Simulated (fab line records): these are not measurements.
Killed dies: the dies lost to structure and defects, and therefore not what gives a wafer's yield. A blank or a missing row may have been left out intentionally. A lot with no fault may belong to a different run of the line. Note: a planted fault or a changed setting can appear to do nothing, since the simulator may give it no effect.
Matching of chambers | flow n5-finfet | N5_BEOL_M10_ETCH_62 on rie-diel-05: 4 sister chambers
The step etches SOC in N2/H2, target depth 110 nm, overetch 22 nm, time 165 s. 4 wafers are shown with their chamber, then 7 later ones without.

== WAFERS WITH THEIR CHAMBER ==
wafer  | chamber | showerhead-plenum-p-Torr (Torr)
L083.6 | 2       | 2.44
L085.6 | 3       | 2.61
L091.4 | 0       | 2.56
L091.5 | 1       | 2.47

== WAFERS WHOSE CHAMBER IS MISSING ==
wafer  | showerhead-plenum-p-Torr (Torr)
L091.6 | 2.44
L096.1 | 2.43
L096.5 | 2.46
L096.6 | 2.43
L097.1 | 2.46
L097.2 | 2.55
L097.6 | 2.60

== EACH ONE'S CHAMBER ==
wafer  | from the rows above     | in truth
L091.6 | 2                       | 2
L096.1 | 2                       | 2
L096.5 | can't be placed: 1 or 2 | 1
L096.6 | 2                       | 2
L097.1 | can't be placed: 1 or 2 | 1
L097.2 | 0                       | 0
L097.6 | 3                       | 3
Correct placement for 5 of the 7. These rows do not allow placing 2 (true chamber among the candidates in 2). Number placed wrongly: 0.
How it was worked out, from the rows above alone: a wafer's distance from a chamber is the root of the sum, over the readings, of the square of ((its reading less the chamber's mean) divided by the reading's scatter). If the next closest chamber is less than 2 further off than the closest, the wafer can't be placed; otherwise it belongs to the closest. For every chamber, the mean is computed from those of its wafers that are shown. The scatter: with one shown wafer a chamber, the root of the mean of the squares of how far each hidden wafer lies from its nearest shown one.
